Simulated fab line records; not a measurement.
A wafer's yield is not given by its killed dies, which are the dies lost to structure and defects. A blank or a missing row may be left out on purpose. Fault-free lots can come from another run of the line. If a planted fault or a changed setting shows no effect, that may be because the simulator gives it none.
Struck lot and sound lot, side by side	flow n5Finfet	38 steps out of a route of 1938
Sound: these wafers, L809.1, L809.4, L809.6. Struck: wafers L803.4, L803.5. (L803.2 of the same lot was not struck and is left out.) The cause comes at the end.
At each step with rows: each side's tool, then ch and its chambers, then its first start. Under that, the readings that differ: sound wafers	struck wafers	difference of the means	sigmas: that difference in standard deviations of wafers without a fault.
alike: same words and numbers on both sides, and readings whose means sit less than 2 such deviations apart. not compared: any withheld reading, any reading some wafer has no value for, any bound like >300 that may hide the same value, and any number with overlapping values for which the record gives no deviation.
A row with sigmas, a row that says differs or no value, or rows on one side alone: a step with any of these is where the two part. Numbers that have no deviation but don't overlap get no sigmas and don't part them. A reading missing from all wafers of one side parts the sides only when that side holds two or more wafers.

first, 9 steps without rows for these wafers: N5_BEOL_M8_DESCUM_33 (chemistry O2, time 7 s); N5_BEOL_M8_ETCH_72 (etches underlayer in N2/H2, target depth 6.5 nm, time 5.2 s); N5_BEOL_M8_ETCH_65 (etches SiARC in CF4, target depth 15.6 nm, time 26 s); N5_BEOL_M8_ETCH_66 (etches SOC in N2/H2, target depth 80 nm, overetch 16 nm, time 120 s); N5_BEOL_M8_STRIP_69 (strips in N2/H2); N5_BEOL_M8_STRIP_73 (strips in N2/H2); N5_BEOL_M8_VIA_ETCH_34 (etches SiCOH lowk in C4F6/O2, target depth 125.5 nm, time 50.5 s); N5_BEOL_M8_STRIP_76 (strips in C4F6/O2); N5_BEOL_M8_STRIP_36 (strips in N2/H2).
N5_BEOL_M8_TRENCH_ETCH_37: etches SiCOH lowk in C4F6/O2, target depth 93.478 nm, time 31.2 s.
  sound on rieDiel-01 ch 0,1,3, day 15 08:37; struck on rieDiel-05 ch 0, day 13 20:25
reading	sound	struck	difference	sigmas
runLengthS (s)	55.1 54.1 54.2	58.6 58.3	+4.0	+9
model.etch.depthNm (nm)	94.83 91.65 92.33	104 104.2	+11	
model.BEOL_M8.featureDepthNm (nm)	94.8 91.6 92.4	104 104.2	+11	
  alike: drypumpMotorCurrentA, oes_o_777_au, oesProductAu, rfVppV, showerheadPlenumPTorr, throttleValvePct
  not compared: rfHoursCounterH
then, 2 steps without rows for these wafers: N5_BEOL_M8_ETCH_41 (etches SiCN in CH3F/O2, target depth 31.9 nm, time 57.8 s); N5_BEOL_M8_STRIP_80 (strips in N2/H2, time 10 s).
N5_BEOL_M8_OCD_MEAS_38:
  sound on ocd-02, day 15 08:47; struck on ocd-01, day 13 20:34
reading	sound	struck	difference	sigmas
trenchDepthNm (nm)	94.9 91.7 92.1	104.4 104.4	+11.5	+5
then, 13 steps without rows for these wafers: N5_BEOL_M8_HM_STRIP_39 (strips TiN in peroxide tin strip, target depth 25 nm, time 158 s); N5_BEOL_M8_SRD_40 (time 30 s); N5_BEOL_M8_PRECLEAN_42 (cleans in residue remover, time 60 s); N5_BEOL_M8_SRD_43 (time 30 s); N5_BEOL_M8_CURE_75 (cures SiCOH lowk, time 120 s); N5_BEOL_M8_DEGAS_44 (time 60 s); N5_BEOL_M8_PRE_CLEAN_45 (time 30 s); N5_BEOL_M8_ALD_77 (deposits TaN, target thk 2 nm, pulse time 2 s, purge time 3 s); N5_BEOL_M8_SURFACE_TREAT_79; N5_BEOL_M8_CVD_78 (deposits Co from CCTBA/H2, target thk 2 nm, time 142.3 s); N5_BEOL_M8_SPUTTER_48 (material Cu, target thk 10 nm, time 1.667 s); N5_BEOL_M8_ECD_50 (material Cu, target thk 300 nm); N5_BEOL_M8_ANNEAL_51 (time 90 s).
N5_BEOL_M8_CMP_52: polishes, stops on SiCOH lowk, t overpolish 6.9 s, target thk 80 nm.
  sound on cmp-04 ch 1,2,3, day 15 12:09; struck on cmp-01 ch 0,2, day 14 00:37
reading	sound	struck	difference	sigmas
model.Cu_of_BEOL_M8_ECD_50.thkNm (nm)	82.2 76.2 79.4	90.4 92	+11.9	
  alike: barrierFieldEndpointS, motorCurrentA, overpolishRunS, timeToEndpointS
N5_BEOL_M8_THK_MEAS_53: measures by xrf.
  sound on filmMetro-02, day 15 12:25; struck on filmMetro-01, day 14 00:55
reading	sound	struck	difference	sigmas
M8_THK (nm)	81.3 75.7 78.5	90.6 92.1	+12.8	+5
then, 2 steps without rows for these wafers: N5_BEOL_M8_PRE_CLEAN_55 (time 15 s); N5_BEOL_M8_DEP_56 (deposits SiCN from 3MS/NH3, target thk 10 nm, time 17.5 s).
N5_BEOL_M8_RS_MEAS_57: uses a four-point probe to measure.
  sound on filmMetro-01, day 15 12:32; struck on filmMetro-02, day 14 01:02
reading	sound	struck	difference	sigmas
M8_RS (ohm/sq)	0.277 0.303 0.289	0.248 0.244	-0.044	-4
then, 5 steps without rows for these wafers: N5_BEOL_M9_ILD_DEP_00 (deposits SiCOH lowk from DEMS/porogen, target thk 308.51 nm, time 58 s); N5_BEOL_M9_CURE_71 (cures SiCOH lowk, time 240 s); N5_BEOL_M9_PECVD_70 (deposits SiO2 from TEOS/O2, target thk 20 nm, time 22.7 s); N5_BEOL_M9_HM_DEP_02 (deposits TiN, target thk 20 nm); N5_BEOL_M9_COAT_59 (time 60 s, resist thk 100 nm).
-- the record jumps here: 2 days lie between the struck wafers' starts before and after (it left off in module BEOL_M9 and takes up again in module BEOL_M15, whose first step shown is number 1830 of the route) --
N5_BEOL_M15_RC_MEAS_101:
  sound on prober-01 ch 0, day 17 16:19; struck on prober-02 ch 0, day 16 11:38
reading	sound	struck	difference	sigmas
COMB_M15 (S/m)	3.3e-12 3e-12 2.3e-12	1.6e-12 1.1e-12	-1.5e-12	-3
SERP_M8 (ohm/um)	12.8 14.5 13.3	11.1 11.3	-2.3	-4
SERP_M8_max_site (ohm/um)	13.6 14.7 13.7	11.7 11.7	-2.3	-3
  alike: COMB_M10, COMB_M11, COMB_M12, COMB_M13, COMB_M13_max_site, COMB_M14, COMB_M14_max_site, COMB_M5, COMB_M6, COMB_M7, COMB_M8, COMB_M9, SERP_M10, SERP_M11, SERP_M12, SERP_M13, SERP_M14, SERP_M5, SERP_M6, SERP_M7, SERP_M9
N5_PASSIVATION_PROBE_49:
  rows exist in the record for the sound wafers here (prober-01, day 18 05:53), none for the struck ones

WHERE THEY PART
Last at N5_PASSIVATION_PROBE_49 as far as this record goes, first at N5_BEOL_M8_TRENCH_ETCH_37.

WHY: whatever the simulator had introduced
rieDiel-05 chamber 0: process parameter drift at N5_BEOL_M8_TRENCH_ETCH_37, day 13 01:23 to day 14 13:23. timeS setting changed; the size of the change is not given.
